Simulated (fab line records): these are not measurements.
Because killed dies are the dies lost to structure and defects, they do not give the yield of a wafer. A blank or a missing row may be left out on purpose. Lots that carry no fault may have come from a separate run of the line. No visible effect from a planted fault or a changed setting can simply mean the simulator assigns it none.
fab line records + flow nand-harc
record
- lots=4
- wafers=10
- last-day=24
route steps=1159 shown A_CHANNEL_HOLE_D1@450 END@1158
lots that met no fault: from a run of the same line without faults
start-h: hours from the record's first day to the start of the lot's first wafer shown + wait-h: how many hours have passed since the lot's step before this one + " as in the row above + L1.1+2: a single row standing in for several wafers + - either no value or no given start + * or withheld: withheld + < > ~ a bound
route shown NAME@n: NAME is a module with steps in the file, n the number in the route of the first one + usual: average and standard deviation across the fault-free wafers + same: alike in all rows + chamber/n: place in a boat + sites: readings site by site + _std_site: the values' standard deviation + _edge_site: mean of outer sites minus mean of inner sites + radius-mm: how far each site lies from the wafer's centre + mask NAME#n: copy n + behind: the tool/chamber that last shaped the wafer + hold: why the lot was held/for how many hours/how that ended + device: transistor that didn't switch, given as n, p or np + end of line: tests of these same wafers at the route's end + a step given without rows: its recipe and nothing more + killed: count of dies lost to structure and defects at first sort (not the wafer's yield) + map: shows each die of a wafer: x if killed, . if not, _ if none is there
set.NAME: the setting the step ran with; set.NAME@STEP: the setting that earlier step ran with + model.NAME: the simulator's own value behind a step, which no gauge read
a table for each step, a row for each wafer; lots at some steps of the route
services: a tool's chamber out of use, with start hour (start-h, from the record's first day; less than 0 if before it), hours out, and reason
## steps
# step NHARC_A_CHANNEL_HOLE_D1_DEP_00
# recipe
- target-thk-a=31000
- temp-c=400
- material=aC
# step NHARC_A_CHANNEL_HOLE_D1_DEP_01
# recipe
- target-thk-a=1400
- target-thk-nm=140
- temp-c=400
- pressure-torr=3.5
- flow-sccm=200
- rf-w=350
- material=SiON
# step NHARC_A_CHANNEL_HOLE_D1_DEHYDRATE_02
# recipe
- temp-c=150
- time-s=120
# step NHARC_A_CHANNEL_HOLE_D1_HMDS_03
# recipe
- time-s=30
# step NHARC_A_CHANNEL_HOLE_D1_COAT_36
# recipe
- temp-c=260
- time-s=75
# step NHARC_A_CHANNEL_HOLE_D1_COAT_37
# recipe
- temp-c=225
- time-s=65
# step NHARC_A_CHANNEL_HOLE_D1_COAT_04
# recipe
- spin-rpm=1500
- resist-thk-nm=90
# step NHARC_A_CHANNEL_HOLE_D1_SOFTBAKE_05
# recipe
- temp-c=105
- time-s=55
# step NHARC_A_CHANNEL_HOLE_D1_EBR_06
# step NHARC_A_CHANNEL_HOLE_D1_EXPOSE_07
# recipe
- na=1.35
- target-cd-nm=100
- sigma-outer=0.3
- dose-mj=59.65
- mask-id=HOLE_D1
# step NHARC_A_CHANNEL_HOLE_D1_PEB_08
# recipe
- peb-temp-c=100
- peb-time-s=65
# usual
- chill-plate-temp-C=22.97/0.12
- plate-temp-C=99.99/0.12
| lot.wafer | tool           | chamber | start-h | wait-h | chill-plate-temp-C | plate-temp-C |
|-----------|----------------|---------|---------|--------|--------------------|--------------|
| L424.1    | litho-track-06 | 0       | 181.95  | 0.1    | 22.87              | 99.95        |
| L424.4    | "              | 0       | "       | "      | 22.88              | 99.86        |
| L424.5    | "              | 0       | "       | "      | 22.70              | 99.99        |
| L432.1    | litho-track-06 | 0       | 227.06  | 0.1    | 23.08              | 99.79        |
| L432.3    | "              | 0       | "       | "      | 22.97              | 99.78        |
| L436.1    | litho-track-06 | 0       | 251.07  | 0.1    | 23.12              | 100.10       |
| L436.6    | "              | 0       | "       | "      | 22.99              | 100.10       |
| L445.1    | litho-track-01 | 0       | 297.01  | 0.1    | 23.03              | 99.91        |
| L445.2    | "              | 0       | "       | "      | 23.16              | 99.97        |
| L445.4    | "              | 0       | "       | "      | 23.04              | 99.98        |
# step NHARC_A_CHANNEL_HOLE_D1_DEVELOP_09
# recipe
- develop-time-s=35
- dev-temp-c=23
# step NHARC_A_CHANNEL_HOLE_D1_CD_MEAS_10
# recipe
- target-cd-nm=100
- landing-energy-ev=500
# usual
- cd-nm=100.0/0.4
| lot.wafer | tool      | chamber | start-h | wait-h | cd-nm |
|-----------|-----------|---------|---------|--------|-------|
| L424.1    | cd-sem-03 | 0       | 182.03  | -      | 99.9  |
| L424.4    | "         | 0       | "       | "      | 100.0 |
| L424.5    | "         | 0       | "       | "      | 100.0 |
| L432.1    | cd-sem-03 | 0       | 227.14  | -      | 112.1 |
| L432.3    | "         | 0       | "       | "      | 112.5 |
| L436.1    | cd-sem-02 | 0       | 251.15  | -      | 109.9 |
| L436.6    | "         | 0       | "       | "      | 110.0 |
| L445.1    | cd-sem-03 | 0       | 297.09  | -      | 99.4  |
| L445.2    | "         | 0       | "       | "      | 100.0 |
| L445.4    | "         | 0       | "       | "      | 100.2 |
# step NHARC_A_CHANNEL_HOLE_D1_DESCUM_15
# recipe
- time-s=3
- o2-flow-sccm=200
- ar-flow-sccm=0
- bias-power-w=0
- chemistry=O2
# usual
- drypump-motor-current-A=5.6/0.61
- oes-product-au=1.003/0.0084
- rf-vpp-V=57.9/0.84
- showerhead-plenum-p-Torr=1.94/0.063
- throttle-valve-pct=11.311/0.0093
| lot.wafer | tool        | chamber | start-h | wait-h | drypump-motor-current-A | oes-product-au | rf-hours-counter-h | rf-vpp-V | showerhead-plenum-p-Torr | throttle-valve-pct | model.A_CHANNEL_HOLE_D1.cd-nm |
|-----------|-------------|---------|---------|--------|-------------------------|----------------|--------------------|----------|--------------------------|--------------------|-------------------------------|
| L424.1    | rie-diel-05 | 2       | 182.24  | 0.1    | 5.6                     | 1.009          | 0                  | 58.2     | 2.01                     | 11.300             | 99.84                         |
| L424.4    | "           | 0       | "       | "      | 6.1                     | 1.001          | -                  | 58.6     | 1.94                     | 11.311             | 100.6                         |
| L424.5    | "           | 1       | "       | "      | 6.2                     | 1.015          | -                  | 58.0     | 1.93                     | 11.313             | 100.5                         |
| L432.1    | rie-diel-13 | 3       | 227.32  | 0.1    | 6.5                     | 0.992          | 8                  | 58.4     | 1.99                     | 11.295             | 112.7                         |
| L432.3    | "           | 2       | "       | "      | 5.2                     | 0.996          | 8                  | 58.2     | 2.00                     | 11.313             | 112.7                         |
| L436.1    | rie-diel-09 | 2       | 251.36  | 0.1    | 5.4                     | 1.004          | 11                 | 57.1     | 1.84                     | 11.293             | 109.5                         |
| L436.6    | "           | 3       | "       | "      | 4.7                     | 1.011          | -                  | 57.6     | 1.95                     | 11.303             | 109.4                         |
| L445.1    | rie-diel-09 | 3       | 297.28  | 0.1    | 4.7                     | 0.986          | 4                  | 58.4     | 1.95                     | 11.334             | 99.51                         |
| L445.4    | "           | 0       | "       | "      | 5.1                     | 0.997          | 3                  | 57.6     | 2.04                     | 11.318             | 100.2                         |
| L445.2    | "           | 2       | "       | "      | 5.4                     | 0.994          | 4                  | 57.9     | 1.84                     | 11.307             | 99.22                         |
# step NHARC_A_CHANNEL_HOLE_D1_ETCH_38
# recipe
- target-depth-a=390
- over-etch-frac=0.3
- time-s=65
- ion-energy-ev=80
- cf4-flow-sccm=150
- ar-flow-sccm=0
- rf-w=300
- bias-w=100
- chemistry=CF4
# step NHARC_A_CHANNEL_HOLE_D1_ETCH_39
# recipe
- target-depth-a=2600
- over-etch-frac=0.3
- time-s=325
- ion-energy-ev=200
- n2-flow-sccm=150
- h2-flow-sccm=150
- ar-flow-sccm=0
- rf-w=400
- bias-w=150
- chemistry=N2/H2
# step NHARC_A_CHANNEL_HOLE_D1_ETCH_34
# recipe
- target-depth-a=1540
- time-s=77
- cf4-flow-sccm=100
- chf3-flow-sccm=30
- ar-flow-sccm=0
- rf-w=500
- bias-w=200
- chemistry=CF4/CHF3
# step NHARC_A_CHANNEL_HOLE_D1_ETCH_16
# recipe
- target-depth-a=31000
- over-etch-frac=0.3
- time-s=806
- ion-energy-ev=150
- o2-flow-sccm=400
- cos-flow-sccm=20
- ar-flow-sccm=0
- rf-w=500
- bias-w=300
- chemistry=O2/COS
# step NHARC_A_CHANNEL_HOLE_D1_CD_MEAS_18
# usual
- cd-nm=98.7/1.4
| lot.wafer | tool      | chamber | start-h | wait-h | cd-nm |
|-----------|-----------|---------|---------|--------|-------|
| L424.1    | cd-sem-02 | -       | 183.53  | -      | 99.1  |
| L424.4    | "         | -       | "       | "      | 99.5  |
| L424.5    | "         | -       | "       | "      | 101.1 |
| L432.1    | cd-sem-02 | -       | 228.43  | -      | 110.3 |
| L432.3    | "         | -       | "       | "      | 111.2 |
| L436.1    | cd-sem-02 | -       | 252.47  | -      | 109.0 |
| L436.6    | "         | -       | "       | "      | 108.1 |
| L445.1    | cd-sem-02 | -       | 298.38  | -      | 96.9  |
| L445.2    | "         | -       | "       | "      | 97.5  |
| L445.4    | "         | -       | "       | "      | 101.1 |
# step NHARC_A_CHANNEL_HOLE_D1_ETCH_19
# recipe
- bias-v=1200
- source-w=2500
- pressure-mtorr=15
- time-s=34.5
- ar-flow-sccm=375
- c4f8-flow-sccm=28.8
- o2-flow-sccm=96.2
- temp-c=-20
- target-depth-a=*
- chemistry=C4F8/O2/Ar
# step NHARC_A_CHANNEL_HOLE_D1_ETCH_20
# recipe
- bias-v=3000
- source-w=withheld
- pressure-mtorr=20
- time-s=361.9
- ar-flow-sccm=375
- c4f8-flow-sccm=89.3
- o2-flow-sccm=35.7
- temp-c=-20
- target-depth-a=16000
- chemistry=C4F8/O2/Ar
# step NHARC_A_CHANNEL_HOLE_D1_ETCH_21
# recipe
- bias-v=3000
- source-w=withheld
- pressure-mtorr=20
- time-s=514.3
- ar-flow-sccm=375
- c4f8-flow-sccm=89.3
- o2-flow-sccm=35.7
- temp-c=-20
- target-depth-a=16000
- chemistry=C4F8/O2/Ar
# step NHARC_A_CHANNEL_HOLE_D1_ETCH_22
# recipe
- bias-v=3000
- source-w=withheld
- pressure-mtorr=20
- time-s=666.7
- ar-flow-sccm=375
- c4f8-flow-sccm=89.3
- o2-flow-sccm=35.7
- temp-c=-20
- target-depth-a=16000
- chemistry=C4F8/O2/Ar
# step NHARC_A_CHANNEL_HOLE_D1_ETCH_23
# recipe
- bias-v=5000
- source-w=withheld
- pressure-mtorr=20
- time-s=819
- ar-flow-sccm=375
- c4f8-flow-sccm=89.3
- o2-flow-sccm=35.7
- temp-c=-20
- target-depth-a=16000
- chemistry=C4F8/O2/Ar
# step NHARC_A_CHANNEL_HOLE_D1_ETCH_24
# recipe
- bias-v=5000
- source-w=withheld
- pressure-mtorr=20
- time-s=906.2
- ar-flow-sccm=375
- c4f8-flow-sccm=93.8
- o2-flow-sccm=31.2
- temp-c=-20
- target-depth-a=15000
- chemistry=C4F8/O2/Ar
# step NHARC_A_CHANNEL_HOLE_D1_ETCH_25
# recipe
- bias-v=5000
- source-w=withheld
- pressure-mtorr=20
- time-s=1040.2
- ar-flow-sccm=375
- c4f8-flow-sccm=93.8
- o2-flow-sccm=31.2
- temp-c=-20
- target-depth-a=15000
- chemistry=C4F8/O2/Ar
# step NHARC_A_CHANNEL_HOLE_D1_ETCH_26
# recipe
- bias-v=300
- source-w=2000
- pressure-mtorr=30
- time-s=224.1
- ar-flow-sccm=375
- c4f8-flow-sccm=11.4
- o2-flow-sccm=113.6
- temp-c=-20
- target-depth-a=3000
- chemistry=C4F8/O2/Ar
# step NHARC_A_CHANNEL_HOLE_D1_ETCH_33
# recipe
- bias-v=400
- source-w=2000
- pressure-mtorr=25
- time-s=90
- ar-flow-sccm=375
- c4f8-flow-sccm=41.7
- o2-flow-sccm=83.3
- temp-c=-20
- target-depth-a=4000
- chemistry=C4F8/O2/Ar
# step NHARC_A_CHANNEL_HOLE_D1_STRIP_41
# recipe
- n2-flow-sccm=150
- h2-flow-sccm=150
- ar-flow-sccm=0
- bias-w=0
- chemistry=N2/H2
# step NHARC_A_CHANNEL_HOLE_D1_STRIP_42
# recipe
- cf4-flow-sccm=100
- chf3-flow-sccm=30
- ar-flow-sccm=0
- bias-w=0
- chemistry=CF4/CHF3
# step NHARC_A_CHANNEL_HOLE_D1_STRIP_43
# recipe
- o2-flow-sccm=400
- cos-flow-sccm=20
- ar-flow-sccm=0
- bias-w=0
- chemistry=O2/COS
# step NHARC_A_CHANNEL_HOLE_D1_ETCH_44
# recipe
- target-depth-a=1400
- overetch-a=140
- time-s=77
- ion-energy-ev=100
- cf4-flow-sccm=80
- o2-flow-sccm=20
- ar-flow-sccm=0
- rf-w=300
- bias-w=100
- chemistry=CF4/O2
# usual
- drypump-motor-current-A=5.7/0.64
- oes-product-au=1.002/0.0078
- rf-vpp-V=198.2/1.2
- showerhead-plenum-p-Torr=1.36/0.041
- throttle-valve-pct=13.397/0.0091
| lot.wafer | tool        | chamber | start-h | wait-h | drypump-motor-current-A | oes-product-au | rf-hours-counter-h | rf-vpp-V | showerhead-plenum-p-Torr | throttle-valve-pct | model.A_CHANNEL_HOLE_D1.cd-nm |
|-----------|-------------|---------|---------|--------|-------------------------|----------------|--------------------|----------|--------------------------|--------------------|-------------------------------|
| L424.1    | rie-diel-05 | 2       | 188.40  | 0.1    | 5.6                     | 1.003          | 1                  | 199.2    | 1.40                     | 13.394             | 90                            |
| L424.4    | "           | 1       | "       | "      | 6.2                     | 1.011          | -                  | 195.8    | 1.34                     | 13.403             | 89.44                         |
| L424.5    | "           | 2       | "       | "      | 5.6                     | 1.001          | -                  | 198.6    | 1.40                     | 13.384             | 90.17                         |
| L432.1    | rie-diel-05 | 1       | 233.22  | 0.1    | 6.2                     | 1.002          | 3                  | 197.5    | 1.34                     | 13.396             | 104.3                         |
| L432.3    | "           | 0       | "       | "      | 6.0                     | 0.999          | 3                  | 197.9    | 1.35                     | 13.397             | 103.5                         |
| L436.1    | rie-diel-13 | 2       | 257.25  | 0.1    | 5.2                     | 0.992          | 9                  | 198.6    | 1.39                     | 13.399             | 99.95                         |
| L436.6    | "           | 3       | "       | "      | 6.4                     | 0.992          | -                  | 198.5    | 1.38                     | 13.397             | 101.5                         |
| L445.1    | rie-diel-13 | 0       | 303.17  | 0.1    | 4.8                     | 1.006          | 1                  | 198.4    | 1.29                     | 13.403             | 91.68                         |
| L445.2    | "           | 1       | "       | "      | 6.8                     | 1.008          | 1                  | 198.3    | 1.38                     | 13.389             | 89.04                         |
| L445.4    | "           | 2       | "       | "      | 5.2                     | 1.006          | 1                  | 199.5    | 1.39                     | 13.399             | 89.92                         |
# step NHARC_A_CHANNEL_HOLE_D1_STRIP_27
# recipe
- o2-flow-sccm=500
- ar-flow-sccm=0
- bias-w=0
- chemistry=O2
# step NHARC_A_CHANNEL_HOLE_D1_PRECLEAN_28
# recipe
- time-s=*
- temp-c=50
- bath-age-min=0
- chemistry=SC1
# step NHARC_A_CHANNEL_HOLE_D1_SRD_29
# step NHARC_A_CHANNEL_HOLE_D1_CD_MEAS_30
# usual
- cd-nm=90.2/0.9
| lot.wafer | tool      | chamber | start-h | wait-h | cd-nm |
|-----------|-----------|---------|---------|--------|-------|
| L424.1    | cd-sem-02 | -       | 189.31  | -      | 90.1  |
| L424.4    | "         | -       | "       | "      | 89.6  |
| L424.5    | "         | -       | "       | "      | 90.6  |
| L432.1    | cd-sem-03 | -       | 234.03  | -      | 104.1 |
| L432.3    | "         | -       | "       | "      | 103.4 |
| L436.1    | cd-sem-01 | -       | 258.08  | 0.1    | 99.5  |
| L436.6    | "         | -       | "       | "      | 101.3 |
| L445.1    | cd-sem-02 | -       | 304.00  | 0.1    | 92.5  |
| L445.2    | "         | -       | "       | "      | 89.6  |
| L445.4    | "         | -       | "       | "      | 90.0  |
# step NHARC_A_CHANNEL_HOLE_D1_XSEM_31
# recipe
- landing-energy-ev=35000
# usual
- bot-cd-nm=74.8/1
- bow-nm=8.63/0.26
- tilt-deg=0.07/0.044
| lot.wafer | tool    | chamber | start-h | wait-h | bot-cd-nm | bow-nm | tilt-deg |
|-----------|---------|---------|---------|--------|-----------|--------|----------|
| L424.1    | xsem-02 | 0       | 189.40  | 0.1    | 75.4      | 8.93   | 0.00     |
| L424.4    | "       | 0       | "       | "      | 73.4      | 8.91   | 0.00     |
| L424.5    | "       | 0       | "       | "      | 75.1      | 8.86   | 0.00     |
| L432.1    | xsem-01 | 0       | 234.12  | 0.1    | 88.9      | 8.53   | 0.11     |
| L432.3    | "       | 0       | "       | "      | 87.2      | 8.54   | 0.11     |
| L436.1    | xsem-02 | 0       | 258.17  | 0.1    | 84.2      | 8.46   | 0.14     |
| L436.6    | "       | 0       | "       | "      | 86.0      | 8.44   | 0.14     |
| L445.1    | xsem-01 | 0       | 304.08  | 0.1    | 77.5      | 8.90   | 0.06     |
| L445.2    | "       | 0       | "       | "      | 74.3      | 9.00   | 0.06     |
| L445.4    | "       | 0       | "       | "      | 74.4      | 8.89   | 0.06     |
# step NHARC_END_WLT_00
# usual
- VT_DECK1_BOTTOM=0.868/0.0078
- VT_DECK1_BOTTOM_INNER=0.868/0.0069
- VT_DECK1_MEDIAN_NEAR_BOTTOM=0.870/0.0076
- VT_DECK1_MEDIAN_NEAR_BOTTOM_INNER=0.869/0.007
- VT_DECK1_MIDDLE=0.882/0.007
- VT_DECK1_MIDDLE_INNER=0.881/0.0072
- VT_DECK1_TOP=0.892/0.0077
- VT_DECK1_TOP_INNER=0.892/0.0074
| lot.wafer | tool      | chamber | start-h | wait-h | VT_DECK1_BOTTOM | VT_DECK1_BOTTOM_INNER | VT_DECK1_MEDIAN_NEAR_BOTTOM | VT_DECK1_MEDIAN_NEAR_BOTTOM_INNER | VT_DECK1_MIDDLE | VT_DECK1_MIDDLE_INNER | VT_DECK1_TOP | VT_DECK1_TOP_INNER |
|-----------|-----------|---------|---------|--------|-----------------|-----------------------|-----------------------------|-----------------------------------|-----------------|-----------------------|--------------|--------------------|
| L424.1    | prober-01 | -       | 447.02  | 4.3    | 0.872           | 0.865                 | 0.881                       | 0.858                             | 0.882           | 0.884                 | 0.901        | 0.905              |
| L424.4    | "         | -       | 448.51  | 5.8    | 0.870           | 0.869                 | 0.880                       | 0.870                             | 0.897           | 0.884                 | 0.902        | 0.896              |
| L424.5    | "         | -       | "       | "      | 0.875           | 0.874                 | 0.882                       | 0.873                             | 0.888           | 0.887                 | 0.896        | 0.903              |
| L432.1    | prober-01 | -       | 485.25  | 0.0    | 0.903           | 0.893                 | 0.898                       | 0.897                             | 0.910           | 0.906                 | 0.908        | 0.915              |
| L432.3    | "         | -       | 486.25  | 1.0    | 0.895           | 0.895                 | 0.896                       | 0.900                             | 0.893           | 0.900                 | 0.903        | 0.909              |
| L436.6    | prober-02 | -       | 516.65  | 2.5    | 0.903           | 0.903                 | 0.908                       | 0.901                             | 0.903           | 0.906                 | 0.913        | 0.921              |
| L445.1    | prober-01 | -       | 566.44  | 11.0   | 0.871           | 0.874                 | 0.874                       | 0.877                             | 0.878           | 0.880                 | 0.890        | 0.888              |
| L445.2    | "         | -       | "       | "      | 0.873           | 0.866                 | 0.860                       | 0.867                             | 0.888           | 0.882                 | 0.886        | 0.889              |
| L445.4    | "         | -       | 567.95  | 12.5   | 0.871           | 0.868                 | 0.875                       | 0.863                             | 0.880           | 0.878                 | 0.887        | 0.888              |
# step NHARC_END_SORT_01
# recipe
- temp-c=25
# usual
- killed-at-array=24/7.4
- killed-at-other=0.5/0.81
- killed-at-periphery=3.4/2.3
- killed-dies=28/8
- killed-open=3.4/1.8
- killed-short=2.0/1.4
# same
- gross-dies=677
| lot.wafer | tool      | chamber | start-h | wait-h | killed-at-array | killed-at-other | killed-at-periphery | killed-dies | killed-open | killed-short |
|-----------|-----------|---------|---------|--------|-----------------|-----------------|---------------------|-------------|-------------|--------------|
| L424.1    | prober-01 | 0       | 449.99  | 2.5    | 20              | 1               | 1                   | 22          | 4           | 3            |
| L424.4    | prober-01 | 0       | 452.35  | 3.4    | 15              | 1               | 2                   | 18          | 2           | 1            |
| L424.5    | prober-01 | 0       | 453.14  | 3.6    | 18              | 0               | 2                   | 20          | 2           | 2            |
| L432.1    | prober-01 | 0       | 488.26  | 2.5    | 45              | 1               | 3                   | 49          | 3           | 4            |
| L432.3    | prober-01 | 0       | 489.85  | 3.1    | 32              | 3               | 2                   | 37          | 1           | 1            |
| L436.6    | prober-02 | 0       | 521.04  | 3.9    | 19              | 3               | 5                   | 27          | 8           | 2            |
# killed by level:class
L424.1 A_CHANNEL_HOLE_D1:chamber-film-flake=4 A_STAIRCASE:chamber-film-flake=3 A_BLC:chamber-film-flake=3 A_WL_FILL:chamber-film-flake=2 P_M0:geometric-particle:open=1 A_ONON_D1:geometric-particle:open=1 A_CHANNEL_FILL_D1:geometric-particle:short=1 A_CHANNEL_FILL_D1:geometric-particle:open=1
L424.4 A_BLC:chamber-film-flake=7 A_CHANNEL_HOLE_D1:chamber-film-flake=3 A_CONTACT:geometric-particle:open=2 P_GATE:geometric-particle:short=1 P_BONDPAD:chamber-film-flake=1 A_ZERO_WELL:chamber-film-flake=1 A_WL_FILL:chamber-film-flake=1 A_CONTACT:chamber-film-flake=1
L424.5 A_CHANNEL_HOLE_D1:chamber-film-flake=6 A_CONTACT:chamber-film-flake=3 A_BLC:chamber-film-flake=3 P_CONTACT:geometric-particle:open=2 A_ZERO_WELL:chamber-film-flake=2 A_STAIRCASE:chamber-film-flake=2 A_ONON_D1:geometric-particle:short=1 A_WL_FILL:geometric-particle:short=1
L432.1 A_CHANNEL_HOLE_D1:area-peb=14 A_CHANNEL_HOLE_D1:chamber-film-flake=12 A_SLIT:chamber-film-flake=7 A_STAIRCASE:chamber-film-flake=3 A_CONTACT:chamber-film-flake=3 P_M0:geometric-particle:short=1 P_M1:geometric-particle:open=1 A_ONON_D1:geometric-particle:short=1
L432.3 A_SLIT:chamber-film-flake=8 A_CHANNEL_HOLE_D1:area-peb=8 A_CONTACT:chamber-film-flake=6 A_CHANNEL_HOLE_D1:chamber-film-flake=6 THIN_TSV:chamber-film-flake=3 P_M0:geometric-particle:open=1 A_ONON_D1:geometric-particle:short=1 P_BONDPAD:chamber-film-flake=1
L436.6 A_CHANNEL_HOLE_D1:chamber-film-flake=4 A_CHANNEL_HOLE_D1:area-peb=4 A_CONTACT:geometric-particle:open=3 A_STAIRCASE:chamber-film-flake=3 A_M0:geometric-particle:open=2 STARTING-WAFER:geometric-particle:open=2 P_STI:chamber-film-flake=2 P_M1:geometric-particle:short=1
## services
| tool           | chamber | start-h | hours | kind       |
|----------------|---------|---------|-------|------------|
| rie-diel-05    | -       | 163.66  | 9.0   | pm         |
| rie-diel-05    | 0       | 163.66  | 9.0   | vent-cycle |
| rie-diel-05    | 1       | 163.66  | 9.0   | vent-cycle |
| rie-diel-05    | 2       | 163.66  | 9.0   | vent-cycle |
| rie-diel-05    | 3       | 163.66  | 9.0   | vent-cycle |
| rie-diel-09    | 2       | 167.06  | 13.7  | repair     |
| rie-diel-05    | 0       | 172.66  | -     | clean      |
| rie-diel-05    | 1       | 172.66  | -     | clean      |
| rie-diel-05    | 2       | 172.66  | -     | clean      |
| rie-diel-05    | 3       | 172.66  | -     | clean      |
| rie-diel-05    | 3       | 176.30  | 15.1  | repair     |
| rie-diel-13    | 2       | 194.24  | 4.3   | repair     |
| rie-diel-05    | 0       | 197.16  | -     | clean      |
| rie-diel-05    | 1       | 197.16  | -     | clean      |
| rie-diel-05    | 2       | 197.16  | -     | clean      |
| rie-diel-05    | 3       | 197.16  | -     | clean      |
| rie-diel-05    | 0       | 221.66  | -     | clean      |
| rie-diel-09    | -       | 254.22  | 9.0   | pm         |
| rie-diel-05    | 2       | 255.55  | 2.5   | repair     |
| rie-diel-13    | 1       | 262.52  | 1.6   | repair     |
| litho-track-01 | -       | 268.00  | 7.0   | pm         |
| rie-diel-13    | -       | 276.00  | 9.0   | pm         |
| litho-track-06 | -       | 292.00  | 7.0   | pm         |
| xsem-02        | -       | 302.00  | 14.0  | pm         |
## key
first-sign
- step=NHARC_A_CHANNEL_HOLE_D1_CD_MEAS_10
- reading=cd-nm
- direction=up
- sigmas=28
- usual=100.0
- struck=111.1
- through=control-loop
effect
- step=NHARC_A_CHANNEL_HOLE_D1_CD_MEAS_18
- reading=cd-nm
- direction=up
- sigmas=7.8
- usual=98.7
- struck=109.6
- through=control-loop
effect
- step=NHARC_A_CHANNEL_HOLE_D1_CD_MEAS_30
- reading=cd-nm
- direction=up
- sigmas=13
- usual=90.2
- struck=102.1
- through=control-loop
effect
- step=NHARC_A_CHANNEL_HOLE_D1_XSEM_31
- reading=bot-cd-nm
- direction=up
- sigmas=12
- usual=74.8
- struck=86.6
- through=control-loop
effect
- step=NHARC_END_WLT_00
- reading=VT_DECK1_MEDIAN_NEAR_BOTTOM_INNER
- direction=up
- sigmas=4.3
- usual=0.869
- struck=0.899
model-effect
- step=NHARC_A_CHANNEL_HOLE_D1_DESCUM_15
- value=A_CHANNEL_HOLE_D1.cd-nm
- without=99.52
- struck=111.1
model-effect
- step=NHARC_A_CHANNEL_HOLE_D1_ETCH_44
- value=A_CHANNEL_HOLE_D1.cd-nm
- without=90.77
- struck=102.3
met-at NHARC_A_CHANNEL_HOLE_D1_PEB_08
struck-wafers L432.1,L432.3,L436.1,L436.6
rows-end L436.1
tester-left-out L432,L436
loop-trim
- step=NHARC_A_CHANNEL_HOLE_D1_EXPOSE_07
- setting=dose
- lots=L436
onset-between 181.95 227.06
fault
- kind=process-parameter-drift
- tool=litho-track-06
- chamber=-
- onset-h=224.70
- steps=NHARC_A_CHANNEL_HOLE_D1_PEB_08
- channel=peb-time-s
- offset=*
- shape=step
- end-h=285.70
- acts-in=*
- stated=*
# tester-left-out: of these lots the tester's yield and bins aren't shown, on N5 and GAA mostly nor the transistor test; their killed dies are dies lost to structure and defects alone, not to doping, threshold or leakage, so they don't give the yield
# rows-end: these wafers met a further fault down the route, and their rows from its step on are left out
# loop-trim: a control loop set the setting to another value than it would have without faults
